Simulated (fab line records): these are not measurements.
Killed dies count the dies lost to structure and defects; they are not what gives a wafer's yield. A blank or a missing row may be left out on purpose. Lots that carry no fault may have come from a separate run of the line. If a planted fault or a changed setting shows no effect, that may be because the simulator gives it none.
Lot-split experiment + flow n5 finfet + 21 wafers read across 7 lots, on a route 1938 steps long

SPLIT DETAILS
At N5_GATE_CUT_COAT_27 (time 60 s, resist thk 10 nm), the setting spin rpm was moved away from the recipe's 1500 rpm on 6 of the 21 wafers read, by -6.9% to +5.3%. For the rest of the wafers, this setting stayed at what the recipe calls for.

FROM THE SPLIT TO THE READING: what the file shows between them, 3 steps
- N5_GATE_CUT_COAT_07: resist thk 30 nm
- N5_GATE_CUT_EBR_09
- N5_GATE_CUT_DESCUM_18: chemistry O2, time 7 s

THE READING
etch.depth nm (the simulator's own value, which no gauge read), in nm, at N5_GATE_CUT_ETCH_28 (etches underlayer in N2/H2, target depth 13 nm, time 10.4 s). No usual value for it is given in the file. The 15 wafers here that ran the recipe average 10.015 nm, standard deviation 0.031 nm.

| wafer  | tool, chamber at the split | spin rpm as run, rpm | against the recipe | etch.depth nm, nm | against lot-mates on the recipe |
|--------|----------------------------|----------------------|--------------------|-------------------|---------------------------------|
| L074.2 | litho track-05, 0          | 1417                 | -5.5%              | 10.32             | +0.310                          |
| L074.3 | litho track-05, 0          | 1500                 | recipe             | 10.01             | -                               |
| L074.4 | litho track-05, 0          | 1417                 | -5.5%              | 10.31             | +0.300                          |
| L076.1 | litho track-05, 0          | 1500                 | recipe             | 9.957             | -                               |
| L076.2 | litho track-05, 0          | 1500                 | recipe             | 9.993             | -                               |
| L076.5 | litho track-05, 0          | 1556                 | +3.7%              | 9.803             | -0.172                          |
| L084.3 | litho track-03, 0          | 1500                 | recipe             | 9.985             | -                               |
| L084.5 | litho track-03, 0          | 1500                 | recipe             | 10                | -                               |
| L084.6 | litho track-03, 0          | 1500                 | recipe             | 10.02             | -                               |
| L085.1 | litho track-03, 0          | 1500                 | recipe             | 10                | -                               |
| L085.5 | litho track-03, 0          | 1500                 | recipe             | 10.01             | -                               |
| L085.6 | litho track-03, 0          | 1500                 | recipe             | 10.02             | -                               |
| L092.1 | litho track-04, 0          | 1500                 | recipe             | 10.02             | -                               |
| L092.2 | litho track-04, 0          | 1400                 | -6.7%              | 10.36             | +0.335                          |
| L092.3 | litho track-04, 0          | 1500                 | recipe             | 10.03             | -                               |
| L093.2 | litho track-05, 0          | 1500                 | recipe             | 10.08             | -                               |
| L093.3 | litho track-05, 0          | 1500                 | recipe             | 10.08             | -                               |
| L093.4 | litho track-05, 0          | 1396                 | -6.9%              | 10.43             | +0.350                          |
| L091.1 | litho track-03, 0          | 1580                 | +5.3%              | 9.727             | -0.283                          |
| L091.5 | litho track-03, 0          | 1500                 | recipe             | 10.02             | -                               |
| L091.6 | litho track-03, 0          | 1500                 | recipe             | 10                | -                               |

FIT RESULTS
A straight line over all 21 wafers: etch.depth nm changes by -0.0552 nm for each +1% of spin rpm; r = -0.99; the points scatter about the line by 0.029 nm.
The same after taking each lot's own level away (the mean of its wafers on the recipe; 21 wafers): -0.0518 nm for each +1%; r = -1.00; scatter 0.013 nm.
On that fit, the largest move of spin rpm shifts the reading by 0.36 nm.
Measured against the standard deviation above, the lots' own levels, which go from 9.9750 to 10.0800 nm, span 3.4 times it.
Consequently the slope shifts little with the lot-to-lot level, the two slopes agreeing.
Check: with one of the wafers moved furthest among these (-6.9%) left out of the fit, the line predicts +0.364 nm for it against its lot-mates. Against them it came out at +0.35 nm.

OTHER SPLITS ON THESE WAFERS
Before the reading, these wafers also passed through other splits. Each is held against what the fit with the lots' levels taken away leaves over:
| other split on the same wafers | wafers away from the commonest value | r with etch.depth nm (lot level and that fit taken away) |
|--------------------------------|--------------------------------------|----------------------------------------------------------|
| N5_GATE_CUT_COAT_35 spin rpm   | 7                                    | -0.02                                                    |

THE WHOLE CHAIN: every reading that the file lists as answering this split, in the file's order
| step                | what it does                                                | reading                                                                                | change (the file's fit)                | r (the file's) |
|---------------------|-------------------------------------------------------------|----------------------------------------------------------------------------------------|----------------------------------------|----------------|
| N5_GATE_CUT_COAT_27 | time 60 s, resist thk 10 nm                                 | underlayer_of_GATE_CUT_COAT_27.thk nm (the simulator's own value, which no gauge read) | -0.0572 nm for each +1% of the setting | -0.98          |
| N5_GATE_CUT_ETCH_28 | etches underlayer in N2/H2, target depth 13 nm, time 10.4 s | CAR-EUV_of_GATE_CUT_COAT_07.thk nm (the simulator's own value, which no gauge read)    | +0.0595 nm for each +1% of the setting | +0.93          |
| N5_GATE_CUT_ETCH_28 | etches underlayer in N2/H2, target depth 13 nm, time 10.4 s | etch.depth nm (the simulator's own value, which no gauge read)                         | -0.0517 nm for each +1% of the setting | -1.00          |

THE FILE'S OWN FIT
etch.depth nm changes by -0.0517 nm for each +1% of spin rpm, r = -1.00.
